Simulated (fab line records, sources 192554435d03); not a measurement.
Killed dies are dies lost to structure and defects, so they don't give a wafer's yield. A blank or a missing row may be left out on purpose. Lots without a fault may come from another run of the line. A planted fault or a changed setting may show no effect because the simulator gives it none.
fab line records | flow n5_finfet
record lots=24 wafers=72 last_day=20
route steps=1938 shown SD_EPI_P@316 SDB@356 DUMMY_REMOVAL@378 HKMG_FIN@398
lots that met no fault: from a run of the same line without faults
start_h: hours from the record's first day to the start of the lot's first wafer shown | wait_h: hours since the lot's step before | " the same as in the row above | L1.1+2: a row that stands for several wafers | - no value, or no start given | * or withheld: withheld | < > ~ a bound
route shown NAME@n: a module of which the file shows steps, and the number in the route of the first | usual: mean/standard deviation of fault-free wafers | same: alike in all rows | chamber/n: place in a boat | sites: the reading at each site | _std_site: their standard deviation | _edge_site: outer sites' mean less inner sites' | radius_mm: how far each site lies from the wafer's centre | mask NAME#n: copy n | behind: the tool/chamber that last shaped the wafer | hold: why the lot was held/for how many hours/how that ended | device: the transistor (n, p or np) that didn't switch | end of line: the same wafers' tests at the end of the route | a step without rows: its recipe alone | killed: dies lost to structure and defects at the first sort, not the wafer's yield | map: a wafer's dies, x killed, . not, _ none there
set.NAME: the setting as run; set.NAME@STEP: as run at that earlier step | model.NAME: the simulator's own value behind a step, which no gauge read
steps of the route over a sample of lots; a table a step, a row a wafer
services: from which hour (start_h, from the record's first day; less than 0 if before it) a tool's chamber was out of use, for how many hours, and why
## steps
# step N5_SD_EPI_P_STRIP_40
# recipe chemistry=N2/H2 power_w=1000 temp_c=250 h2_frac=0.65 overash_fraction=0.3 pressure_mtorr=withheld n2_flow_sccm=1750 h2_flow_sccm=3250
# usual drypump_motor_current_A=5.5/0.37 heater_power_w=343/47 oes_product_au=0.763/0.011
# columns lot.wafer tool chamber start_h wait_h drypump_motor_current_A heater_power_w oes_product_au rf_hours_counter_h
L074.2 plasma_asher-01 1 54.91 0.0 5.6 335 0.748 32
L074.4 " 0 " " 6.1 394 0.750 -
L074.6 " 1 " " 5.6 332 0.755 -
L075.2 plasma_asher-01 0 60.94 0.1 6.1 393 0.754 34
L075.5 " 1 " " 5.6 343 0.754 -
L075.6 " 0 " " 6.1 385 0.766 -
L076.2 plasma_asher-01 0 69.16 0.0 6.1 388 0.753 38
L076.3 " 1 " " 5.6 334 0.760 -
L076.4 " 0 " " 6.1 380 0.764 -
L077.2 plasma_asher-02 1 73.69 0.0 5.7 387 0.755 84
L077.4 " 1 " " 5.7 393 0.766 -
L077.5 " 1 " " 5.7 392 0.761 -
L078.1 plasma_asher-02 1 80.24 0.1 5.7 390 0.743 85
L078.2 " 0 " " 5.1 292 0.771 85
L078.6 " 0 " " 5.1 286 0.770 -
L079.2 plasma_asher-02 1 85.15 0.0 5.7 392 0.781 86
L079.3 " 1 " " 5.7 380 0.764 -
L079.4 " 0 " " 5.1 277 0.755 -
L080.1 plasma_asher-01 1 89.22 0.0 5.6 334 0.767 43
L080.3 " 0 " " 6.1 387 0.770 -
L080.4 " 1 " " 5.6 329 0.765 -
L081.3 plasma_asher-02 1 98.84 0.0 5.7 388 0.772 -
L081.5 " 1 " " 5.7 384 0.762 -
L081.6 " 0 " " 5.1 286 0.770 -
L082.1 plasma_asher-02 1 105.20 0.1 5.7 371 0.749 91
L082.3 " 1 " " 5.7 390 0.765 -
L082.5 " 0 " " 5.1 278 0.772 -
L083.3 plasma_asher-02 0 108.02 0.0 5.0 292 0.749 -
L083.4 " 1 " " 5.7 385 0.752 -
L083.5 " 1 " " 5.7 386 0.735 -
L084.2 plasma_asher-02 0 115.75 0.1 5.0 284 0.758 94
L084.5 " 0 " " 5.0 290 0.752 -
L084.6 " 1 " " 5.7 392 0.757 -
L085.1 plasma_asher-01 0 122.15 0.0 6.1 383 0.775 47
L085.3 " 1 " " 5.6 344 0.760 -
L085.6 " 0 " " 6.1 385 0.761 -
L086.1 plasma_asher-02 0 128.00 0.0 5.1 281 0.755 96
L086.5 " 0 " " 5.1 287 0.776 -
L086.6 " 1 " " 5.7 379 0.757 -
L087.1 plasma_asher-02 1 131.88 0.0 5.7 392 0.758 97
L087.2 " 0 " " 5.0 286 0.760 97
L087.5 " 0 " " 5.1 292 0.747 -
L088.1 plasma_asher-02 1 138.85 0.0 5.7 376 0.777 98
L088.2 " 0 " " 5.1 280 0.743 98
L088.4 " 0 " " 5.0 278 0.754 -
L089.3 plasma_asher-01 0 146.78 0.0 6.1 386 0.746 -
L089.4 " 1 " " 5.6 343 0.755 -
L089.6 " 1 " " 5.6 332 0.771 -
L090.2 plasma_asher-02 0 149.03 0.0 5.1 290 0.765 100
L090.4 " 0 " " 5.1 280 0.780 -
L090.5 " 1 " " 5.7 380 0.758 -
L091.3 plasma_asher-02 1 156.98 0.0 5.7 386 0.758 -
L091.5 " 1 " " 5.7 389 0.753 -
L091.6 " 0 " " 5.1 282 0.772 -
L092.1 plasma_asher-01 0 161.64 0.0 6.1 371 0.775 55
L092.3 " 0 " " 6.1 387 0.760 -
L092.5 " 1 " " 5.6 338 0.756 -
L093.3 plasma_asher-02 1 166.83 0.0 5.7 386 0.784 -
L093.4 " 0 " " 5.1 287 0.768 -
L093.6 " 0 " " 5.1 285 0.755 -
L094.1 plasma_asher-02 1 178.35 0.0 5.7 387 0.780 106
L094.4 " 0 " " 5.1 279 0.739 -
L094.5 " 1 " " 5.7 393 0.760 -
L095.3 plasma_asher-02 0 183.91 0.0 5.1 288 0.766 -
L095.5 " 0 " " 5.0 280 0.793 -
L095.6 " 1 " " 5.7 385 0.758 -
L096.1 plasma_asher-02 1 186.89 0.0 5.7 382 0.763 108
L096.5 " 0 " " 5.1 291 0.772 -
L096.6 " 1 " " 5.7 382 0.741 -
L097.4 plasma_asher-02 0 192.55 0.0 5.0 284 0.770 -
L097.5 " 1 " " 5.7 383 0.775 -
L097.6 " 0 " " 5.0 287 0.751 -
# step N5_SDB_CD_MEAS_11
# recipe target_cd_nm=50 landing_energy_ev=500 detector=se_inlens polarity=opening
# usual cd_nm=49.9/1.1
# columns lot.wafer tool chamber start_h wait_h cd_nm
L074.2 cd_sem-02 0 66.15 - 49.3
L074.4 " 0 " " 49.0
L074.6 " 0 " " 49.7
L075.2 cd_sem-01 0 72.87 - 50.8
L075.5 " 0 " " 51.7
L075.6 " 0 " " 51.1
L076.2 cd_sem-01 0 79.74 - 51.1
L076.3 " 0 " " 51.8
L076.4 " 0 " " 51.1
L077.2 cd_sem-03 0 85.17 - 50.7
L077.4 " 0 " " 50.2
L077.5 " 0 " " 51.3
L078.1 cd_sem-01 0 91.04 - 50.1
L078.2 " 0 " " 50.2
L078.6 " 0 " " 50.3
L079.2 cd_sem-02 0 95.72 - 48.7
L079.3 " 0 " " 48.6
L079.4 " 0 " " 48.4
L080.1 cd_sem-03 0 101.77 - 49.0
L080.3 " 0 " " 50.7
L080.4 " 0 " " 50.7
L081.3 cd_sem-03 0 109.11 - 50.1
L081.5 " 0 " " 50.2
L081.6 " 0 " " 48.0
L082.1 cd_sem-01 0 116.46 - 49.9
L082.3 " 0 " " 50.2
L082.5 " 0 " " 49.6
L083.3 cd_sem-01 0 118.44 - 46.7
L083.4 " 0 " " 50.3
L083.5 " 0 " " 49.1
L084.2 cd_sem-03 0 126.78 - 50.3
L084.5 " 0 " " 49.2
L084.6 " 0 " " 48.5
L085.1 cd_sem-02 0 133.43 - 49.2
L085.3 " 0 " " 49.5
L085.6 " 0 " " 50.4
L086.1 cd_sem-02 0 139.25 - 48.3
L086.5 " 0 " " 50.5
L086.6 " 0 " " 48.6
L087.1 cd_sem-02 0 142.30 - 50.4
L087.2 " 0 " " 51.1
L087.5 " 0 " " 51.9
L088.1 cd_sem-01 0 149.68 - 49.6
L088.2 " 0 " " 49.9
L088.4 " 0 " " 51.3
L089.3 cd_sem-03 0 157.55 - 49.3
L089.4 " 0 " " 47.1
L089.6 " 0 " " 49.5
L090.2 cd_sem-02 0 159.32 - 49.8
L090.4 " 0 " " 49.1
L090.5 " 0 " " 48.7
L091.3 cd_sem-02 0 168.61 - 49.3
L091.5 " 0 " " 49.2
L091.6 " 0 " " 48.9
L092.1 cd_sem-03 0 173.07 - 51.9
L092.3 " 0 " " 50.6
L092.5 " 0 " " 51.3
L093.3 cd_sem-01 0 177.32 - 49.7
L093.4 " 0 " " 51.0
L093.6 " 0 " " 50.6
L094.1 cd_sem-01 0 191.07 - 49.2
L094.4 " 0 " " 51.7
L094.5 " 0 " " 50.0
L095.3 cd_sem-02 0 194.75 - 50.1
L095.5 " 0 " " 49.8
L095.6 " 0 " " 50.5
L096.1 cd_sem-01 0 197.69 - 50.7
L096.5 " 0 " " 50.1
L096.6 " 0 " " 51.3
L097.4 cd_sem-03 0 203.81 - 47.8
L097.5 " 0 " " 50.2
L097.6 " 0 " " 49.2
# step N5_SDB_INSPECT_13
# recipe mode=adi inspect_instrument=brightfield
# usual raw_defect_count=72/28
# columns lot.wafer tool chamber start_h wait_h raw_defect_count
L074.2 defect_inspect-02 - 66.20 0.0 62
L074.4 " - " " 59
L074.6 " - " " 54
L075.2 defect_inspect-01 - 72.92 0.0 56
L075.5 " - " " 49
L075.6 " - " " 58
L076.2 defect_inspect-01 - 79.79 0.0 71
L076.3 " - " " 75
L076.4 " - " " 72
L077.2 defect_inspect-01 - 85.22 0.0 120
L077.4 " - " " 143
L077.5 " - " " 82
L078.1 defect_inspect-01 - 91.09 0.0 37
L078.2 " - " " 56
L078.6 " - " " 48
L079.2 defect_inspect-01 - 95.77 0.0 66
L079.3 " - " " 51
L079.4 " - " " 72
L080.1 defect_inspect-01 - 101.82 0.0 66
L080.3 " - " " 46
L080.4 " - " " 62
L081.3 defect_inspect-02 - 109.16 0.0 57
L081.5 " - " " 52
L081.6 " - " " 71
L082.1 defect_inspect-01 - 116.52 0.0 54
L082.3 " - " " 58
L082.5 " - " " 45
L083.3 defect_inspect-01 - 118.49 0.0 47
L083.4 " - " " 86
L083.5 " - " " 47
L084.2 defect_inspect-02 - 126.83 0.0 52
L084.5 " - " " 102
L084.6 " - " " 38
L085.1 defect_inspect-02 - 133.49 0.0 108
L085.3 " - " " 165
L085.6 " - " " 128
L086.1 defect_inspect-01 - 139.30 0.0 63
L086.5 " - " " 78
L086.6 " - " " 53
L087.1 defect_inspect-01 - 142.36 0.0 96
L087.2 " - " " 54
L087.5 " - " " 47
L088.1 defect_inspect-02 - 149.74 0.0 49
L088.2 " - " " 122
L088.4 " - " " 88
L089.3 defect_inspect-02 - 157.60 0.0 109
L089.4 " - " " 114
L089.6 " - " " 75
L090.2 defect_inspect-01 - 159.38 0.0 96
L090.4 " - " " 45
L090.5 " - " " 42
L091.3 defect_inspect-02 - 168.66 0.0 53
L091.5 " - " " 63
L091.6 " - " " 114
L092.1 defect_inspect-01 - 173.13 0.0 35
L092.3 " - " " 61
L092.5 " - " " 48
L093.3 defect_inspect-02 - 177.37 0.0 60
L093.4 " - " " 91
L093.6 " - " " 64
L094.1 defect_inspect-02 - 191.13 0.0 37
L094.4 " - " " 54
L094.5 " - " " 59
L095.3 defect_inspect-02 - 194.80 0.0 61
L095.5 " - " " 80
L095.6 " - " " 86
L096.1 defect_inspect-02 - 200.12 2.4 105
L096.5 " - " " 83
L096.6 " - " " 79
L097.4 defect_inspect-02 - 203.86 0.0 53
L097.5 " - " " 56
L097.6 " - " " 105
# step N5_SDB_DESCUM_16
# recipe chemistry=O2 time_s=7.9 source_power_w=50 bias_power_w=20 pressure_mtorr=20 rf_frequency_hz=2.712e+07 temp_c=40 resist=CAR-ArF o2_flow_sccm=225
# usual drypump_motor_current_A=5.7/0.45 oes_product_au=0.81/0.095 rf_vpp_V=243.1/1 showerhead_plenum_p_Torr=2.09/0.055 throttle_valve_pct=20.37/0.22
# columns lot.wafer tool chamber start_h wait_h drypump_motor_current_A oes_product_au rf_hours_counter_h rf_vpp_V showerhead_plenum_p_Torr throttle_valve_pct
L074.2 rie_diel-01 3 66.38 0.2 6.0 0.85 62 243.2 2.10 20.48
L074.4 " 0 " " 5.8 0.70 237 243.1 2.17 20.54
L074.6 " 3 " " 6.0 0.84 - 244.3 2.10 20.47
L075.2 rie_diel-06 2 72.95 0.0 4.6 0.86 49 244.8 2.14 20.64
L075.5 " 0 " " 5.5 0.91 - 243.1 2.14 20.05
L075.6 " 3 " " 5.6 0.73 - 242.1 2.08 20.45
L076.2 rie_diel-01 1 79.84 0.0 6.0 0.88 39 244.9 2.13 20.13
L076.3 " 0 " " 5.8 0.69 241 243.2 2.16 20.53
L076.4 " 3 " " 6.0 0.83 68 244.0 2.10 20.48
L077.2 rie_diel-01 0 85.40 0.2 5.8 0.69 244 243.1 2.16 20.54
L077.4 " 2 " " 5.4 0.93 15 242.9 2.06 20.47
L077.5 " 1 " " 6.0 0.87 - 243.4 2.13 20.14
L078.1 rie_diel-06 2 91.21 0.1 4.6 0.86 55 243.8 2.14 20.67
L078.2 " 1 " " 5.3 0.74 176 243.0 1.98 20.31
L078.6 " 0 " " 5.5 0.91 - 244.1 2.14 20.07
L079.2 rie_diel-01 0 96.00 0.2 5.8 0.70 247 244.4 2.16 20.55
L079.3 " 2 " " 5.4 0.92 19 243.2 2.06 20.48
L079.4 " 1 " " 6.0 0.86 45 244.3 2.13 20.15
L080.1 rie_diel-06 2 101.85 0.0 4.6 0.85 60 243.8 2.14 20.66
L080.3 " 3 " " 5.6 0.73 205 245.4 2.07 20.46
L080.4 " 0 " " 5.5 0.90 36 243.9 2.14 20.06
L081.3 rie_diel-06 2 109.19 0.0 4.6 0.84 62 244.4 2.14 20.66
L081.5 " 0 " " 5.5 0.89 - 244.2 2.14 20.09
L081.6 " 1 " " 5.3 0.73 - 242.5 1.98 20.31
L082.1 rie_diel-06 3 117.32 0.8 5.6 0.72 212 241.1 2.07 20.47
L082.3 " 0 " " 5.5 0.89 43 244.6 2.14 20.09
L082.5 " 1 " " 5.3 0.73 - 242.2 1.98 20.32
L083.3 rie_diel-05 1 118.52 0.0 5.8 0.69 193 242.2 2.00 20.70
L083.4 " 3 " " 6.6 0.66 245 242.8 2.07 20.41
L083.5 " 3 " " 6.6 0.66 - 241.9 2.07 20.40
L084.2 rie_diel-06 0 127.25 0.4 5.5 0.89 46 242.4 2.14 20.11
L084.5 " 2 " " 4.6 0.83 - 243.3 2.13 20.66
L084.6 " 1 " " 5.3 0.73 - 241.9 1.98 20.32
L085.1 rie_diel-01 3 133.88 0.4 6.1 0.81 89 242.5 2.09 20.51
L085.3 " 1 " " 6.0 0.85 61 243.2 2.13 20.18
L085.6 " 2 " " 5.4 0.89 - 242.3 2.06 20.49
L086.1 rie_diel-05 1 139.34 0.0 5.8 0.70 199 242.0 2.00 20.72
L086.5 " 2 " " 6.1 0.67 - 243.2 2.15 20.36
L086.6 " 1 " " 5.8 0.69 - 242.1 2.00 20.72
L087.1 rie_diel-01 3 142.56 0.2 6.0 0.81 91 243.6 2.09 20.52
L087.2 " 2 " " 5.4 0.88 38 243.6 2.05 20.51
L087.5 " 3 " " 6.0 0.80 - 245.0 2.09 20.52
L088.1 rie_diel-05 1 149.77 0.0 5.8 0.69 203 242.9 2.00 20.73
L088.2 " 0 " " 5.7 0.72 216 244.1 2.08 20.49
L088.4 " 0 " " 5.7 0.72 - 242.8 2.07 20.49
L089.3 rie_diel-01 2 157.63 0.0 5.4 0.86 44 244.3 2.05 20.51
L089.4 " 1 " " 6.0 0.83 71 244.1 2.12 20.19
L089.6 " 1 " " 6.0 0.83 - 243.0 2.12 20.18
L090.2 rie_diel-01 2 159.70 0.3 5.4 0.86 45 242.4 2.05 20.51
L090.4 " 0 " " 5.8 0.96 14 243.1 2.16 20.04
L090.5 " 1 " " 6.0 0.82 - 243.0 2.12 20.18
L091.3 rie_diel-05 3 169.07 0.4 6.6 0.92 9 244.0 2.06 20.04
L091.5 " 2 " " 6.1 0.99 - 244.6 2.14 20.11
L091.6 " 3 " " 6.6 0.93 - 241.0 2.06 20.03
L092.1 rie_diel-06 3 173.44 0.3 5.6 0.70 233 244.1 2.06 20.50
L092.3 " 2 " " 4.6 0.82 86 242.2 2.13 20.70
L092.5 " 2 " " 4.6 0.82 - 242.5 2.13 20.70
L093.3 rie_diel-05 2 177.44 0.1 6.1 0.99 4 243.6 2.14 20.11
L093.4 " 1 " " 5.8 0.68 213 241.7 2.00 20.75
L093.6 " 1 " " 5.8 0.69 - 242.8 2.00 20.75
L094.1 rie_diel-06 3 191.16 0.0 5.6 0.70 240 242.0 2.06 20.51
L094.4 " 0 " " 5.5 0.85 70 243.5 2.13 20.14
L094.5 " 1 " " 5.3 0.71 - 242.3 1.97 20.36
L095.3 rie_diel-05 2 194.86 0.1 6.1 0.96 10 243.7 2.14 20.13
L095.5 " 0 " " 5.7 0.71 - 243.1 2.07 20.52
L095.6 " 3 " " 6.6 0.90 - 243.1 2.06 20.05
L096.1 rie_diel-01 1 200.54 0.4 6.0 0.82 85 243.7 2.12 20.22
L096.5 " 2 " " 5.4 0.84 - 243.5 2.05 20.54
L096.6 " 1 " " 6.0 0.81 - 243.5 2.12 20.21
L097.4 rie_diel-01 1 203.90 0.0 6.0 0.81 86 243.0 2.12 20.21
L097.5 " 2 " " 5.5 0.83 - 241.8 2.05 20.56
L097.6 " 3 " " 6.0 0.77 - 242.4 2.08 20.55
# step N5_DUMMY_REMOVAL_STRIP_10
# recipe chemistry=N2/H2 time_s=40 power_w=100 temp_c=40 pressure_mtorr=100 rf_frequency_hz=6e+07 bias_power_w=3 n2_flow_sccm=300 h2_flow_sccm=300
# usual drypump_motor_current_A=6.0/0.39 oes_product_au=0.80/0.096 rf_vpp_V=45.3/0.77 showerhead_plenum_p_Torr=3.38/0.089 throttle_valve_pct=12.12/0.24
# columns lot.wafer tool chamber start_h wait_h drypump_motor_current_A oes_product_au rf_hours_counter_h rf_vpp_V showerhead_plenum_p_Torr throttle_valve_pct
L074.2 rie_diel-02 0 70.60 0.0 6.3 0.75 146 45.8 3.37 12.17
L074.4 " 0 " " 6.3 0.75 - 43.3 3.37 12.15
L074.6 " 1 " " 6.4 0.75 - 44.1 3.37 12.03
L075.2 rie_diel-04 3 76.88 0.0 6.1 0.94 19 45.4 3.32 11.92
L075.5 " 1 " " 5.4 0.83 - 44.8 3.29 12.18
L075.6 " 2 " " 6.0 0.73 - 44.4 3.34 12.12
L076.2 rie_diel-02 1 84.11 0.0 6.4 0.74 159 45.9 3.37 12.04
L076.3 " 2 " " 6.4 0.95 4 46.5 3.44 11.76
L076.4 " 1 " " 6.4 0.75 - 45.1 3.37 12.02
L077.2 rie_diel-02 1 89.32 0.0 6.4 0.75 160 45.6 3.37 12.04
L077.4 " 1 " " 6.4 0.74 - 45.2 3.37 12.05
L077.5 " 0 " " 6.3 0.74 - 44.8 3.36 12.18
L078.1 rie_diel-04 2 95.13 0.0 6.0 0.72 197 44.1 3.34 12.14
L078.2 " 0 " " 5.5 0.73 173 45.5 3.38 12.43
L078.6 " 2 " " 6.0 0.72 - 45.5 3.34 12.13
L079.2 rie_diel-02 2 100.08 0.0 6.4 0.93 10 46.5 3.44 11.79
L079.3 " 1 " " 6.4 0.74 165 45.0 3.36 12.07
L079.4 " 3 " " 5.5 0.99 0 45.7 3.57 11.80
L080.1 rie_diel-02 2 105.95 0.0 6.4 0.92 12 45.2 3.44 11.79
L080.3 " 3 " " 5.6 0.98 2 46.1 3.57 11.80
L080.4 " 1 " " 6.4 0.74 167 44.4 3.36 12.07
L081.3 rie_diel-02 3 113.14 0.0 5.5 0.97 4 46.3 3.57 11.83
L081.5 " 0 " " 6.3 0.73 - 45.2 3.36 12.19
L081.6 " 3 " " 5.5 0.95 - 46.3 3.57 11.82
L082.1 rie_diel-02 1 121.25 0.0 6.4 0.73 174 45.2 3.36 12.08
L082.3 " 3 " " 5.6 0.95 7 46.0 3.57 11.84
L082.5 " 2 " " 6.3 0.90 - 45.9 3.44 11.80
L083.3 rie_diel-04 1 122.44 0.0 5.4 0.82 68 46.1 3.28 12.21
L083.4 " 2 " " 6.0 0.71 - 44.9 3.34 12.15
L083.5 " 1 " " 5.4 0.82 - 44.0 3.28 12.20
L084.2 rie_diel-02 2 131.33 0.0 6.3 0.91 21 45.4 3.43 11.82
L084.5 " 2 " " 6.4 0.90 - 45.8 3.43 11.82
L084.6 " 3 " " 5.6 0.93 - 45.0 3.57 11.83
L085.1 rie_diel-04 3 137.82 0.0 6.1 0.92 31 46.9 3.31 11.95
L085.3 " 2 " " 6.0 0.71 208 45.1 3.33 12.17
L085.6 " 0 " " 5.5 0.72 - 44.8 3.38 12.46
L086.1 rie_diel-04 2 143.27 0.0 6.0 0.71 210 46.5 3.33 12.15
L086.5 " 2 " " 6.0 0.71 - 44.5 3.33 12.18
L086.6 " 3 " " 6.1 0.92 - 45.8 3.31 11.97
L087.1 rie_diel-04 3 146.60 0.0 6.1 0.91 34 44.6 3.31 11.95
L087.2 " 1 " " 5.4 0.81 76 44.6 3.28 12.22
L087.5 " 1 " " 5.4 0.82 - 44.9 3.28 12.23
L088.1 rie_diel-02 2 153.69 0.0 6.4 0.89 27 44.6 3.43 11.84
L088.2 " 1 " " 6.4 0.73 182 46.9 3.36 12.09
L088.4 " 3 " " 5.6 0.91 18 43.6 3.56 11.86
L089.3 rie_diel-02 2 162.01 0.0 6.4 0.88 30 46.1 3.43 11.83
L089.4 " 2 " " 6.4 0.88 - 44.8 3.43 11.85
L089.6 " 3 " " 5.5 0.92 - 45.1 3.56 11.88
L090.2 rie_diel-02 0 163.83 0.0 6.3 0.71 179 45.9 3.35 12.24
L090.4 " 0 " " 6.3 0.72 - 45.1 3.35 12.24
L090.5 " 3 " " 5.6 0.91 - 46.9 3.56 11.87
L091.3 rie_diel-04 0 173.06 0.0 5.5 0.71 194 44.6 3.37 12.49
L091.5 " 3 " " 6.1 0.90 - 44.9 3.31 11.97
L091.6 " 2 " " 6.0 0.71 - 45.8 3.33 12.17
L092.1 rie_diel-04 1 177.85 0.0 5.4 0.81 85 44.7 3.27 12.24
L092.3 " 0 " " 5.5 0.72 195 44.7 3.37 12.49
L092.5 " 0 " " 5.5 0.71 - 45.9 3.37 12.49
L093.3 rie_diel-03 2 181.44 0.0 5.7 0.68 237 45.9 3.33 12.71
L093.4 " 1 " " 5.2 0.96 4 45.8 3.45 11.95
L093.6 " 0 " " 5.5 0.73 - 45.2 3.24 12.55
L094.1 rie_diel-02 0 195.16 0.0 6.3 0.70 190 44.0 3.34 12.29
L094.4 " 1 " " 6.5 0.72 190 45.2 3.35 12.13
L094.5 " 3 " " 5.6 0.88 - 45.3 3.56 11.90
L095.3 rie_diel-04 3 200.44 0.0 6.1 0.89 49 45.3 3.31 11.97
L095.5 " 0 " " 5.5 0.71 - 44.6 3.37 12.51
L095.6 " 1 " " 5.4 0.80 - 45.1 3.27 12.27
L096.1 rie_diel-03 0 205.14 0.0 5.5 0.72 182 45.6 3.23 12.57
L096.5 " 1 " " 5.2 0.92 - 44.4 3.44 11.95
L096.6 " 0 " " 5.5 0.71 - 44.7 3.23 12.57
L097.4 rie_diel-02 3 207.93 0.0 5.6 0.88 35 47.0 3.55 11.91
L097.5 " 0 " " 6.3 0.71 - 45.5 3.34 12.29
L097.6 " 1 " " 6.4 0.72 - 44.3 3.35 12.14
# step N5_HKMG_FIN_CD_MEAS_49
# recipe target_cd_nm=202 landing_energy_ev=500 detector=se_inlens polarity=opening
# usual cd_nm=202.0/0.66
# columns lot.wafer tool chamber start_h wait_h cd_nm
L074.2 cd_sem-01 0 72.17 - 201.5
L074.4 " 0 " " 201.6
L074.6 " 0 " " 200.8
L075.2 cd_sem-01 0 78.38 - 202.1
L075.5 " 0 " " 201.1
L075.6 " 0 " " 202.1
L076.2 cd_sem-02 0 85.58 - 202.5
L076.3 " 0 " " 201.3
L076.4 " 0 " " 201.6
L077.2 cd_sem-01 0 90.81 - 201.7
L077.4 " 0 " " 201.3
L077.5 " 0 " " 201.5
L078.1 cd_sem-01 0 96.52 - 200.2
L078.2 " 0 " " 200.7
L078.6 " 0 " " 201.4
L079.2 cd_sem-02 0 101.76 - 202.3
L079.3 " 0 " " 202.2
L079.4 " 0 " " 202.0
L080.1 cd_sem-03 0 107.34 - 202.4
L080.3 " 0 " " 201.3
L080.4 " 0 " " 201.5
L081.3 cd_sem-02 0 114.52 - 200.9
L081.5 " 0 " " 202.7
L081.6 " 0 " " 201.9
L082.1 cd_sem-03 0 123.00 - 201.9
L082.3 " 0 " " 202.0
L082.5 " 0 " " 202.1
L083.3 cd_sem-01 0 123.87 - 202.4
L083.4 " 0 " " 202.4
L083.5 " 0 " " 202.6
L084.2 cd_sem-03 0 132.79 - 202.1
L084.5 " 0 " " 202.4
L084.6 " 0 " " 202.6
L085.1 cd_sem-02 0 139.52 - 202.3
L085.3 " 0 " " 202.6
L085.6 " 0 " " 202.7
L086.1 cd_sem-01 0 145.10 - 202.3
L086.5 " 0 " " 203.0
L086.6 " 0 " " 202.3
L087.1 cd_sem-02 0 147.94 - 202.3
L087.2 " 0 " " 202.5
L087.5 " 0 " " 201.0
L088.1 cd_sem-02 0 155.21 - 202.3
L088.2 " 0 " " 202.3
L088.4 " 0 " " 201.2
L089.3 cd_sem-03 0 163.35 - 202.6
L089.4 " 0 " " 202.8
L089.6 " 0 " " 202.9
L090.2 cd_sem-01 0 165.18 - 202.0
L090.4 " 0 " " 201.9
L090.5 " 0 " " 201.4
L091.3 cd_sem-02 0 174.52 - 203.2
L091.5 " 0 " " 202.3
L091.6 " 0 " " 203.0
L092.1 cd_sem-01 0 179.34 - 202.0
L092.3 " 0 " " 202.0
L092.5 " 0 " " 203.0
L093.3 cd_sem-02 0 183.05 - 202.1
L093.4 " 0 " " 202.0
L093.6 " 0 " " 202.7
L094.1 cd_sem-02 0 196.64 - 200.9
L094.4 " 0 " " 201.9
L094.5 " 0 " " 201.0
L095.3 cd_sem-02 0 201.99 - 202.8
L095.5 " 0 " " 202.3
L095.6 " 0 " " 202.6
L096.1 cd_sem-01 0 206.78 - 202.2
L096.5 " 0 " " 202.3
L096.6 " 0 " " 202.8
L097.4 cd_sem-02 0 209.27 - 201.2
L097.5 " 0 " " 201.4
L097.6 " 0 " " 201.3
## services
# columns tool chamber start_h hours kind
plasma_asher-02 - 43.08 24.0 repair
rie_diel-03 - 50.19 2.2 repair
rie_diel-04 1 54.64 7.7 repair
rie_diel-02 2 56.92 - clean
rie_diel-02 2 56.92 - consumable_replace:focus_ring
rie_diel-02 2 56.92 16.7 scheduled_down
rie_diel-02 2 56.92 16.7 vent_cycle
rie_diel-05 0 65.41 2.3 repair
rie_diel-04 2 70.08 5.8 repair
rie_diel-02 3 81.94 4.4 repair
rie_diel-05 2 83.44 2.5 repair
rie_diel-02 3 86.34 - clean
rie_diel-02 3 86.34 - consumable_replace:focus_ring
rie_diel-02 3 86.34 - consumable_replace:showerhead
rie_diel-04 - 105.48 12.2 repair
rie_diel-05 - 106.30 2.8 pm
rie_diel-02 0 117.33 3.4 repair
rie_diel-04 3 118.63 9.4 repair
rie_diel-06 1 121.89 3.9 repair
rie_diel-02 1 157.61 19.4 repair
rie_diel-04 - 165.30 1.5 repair
rie_diel-06 1 168.38 3.6 repair
rie_diel-03 3 204.86 4.9 repair
rie_diel-03 2 206.36 7.5 repair
## key
fault none
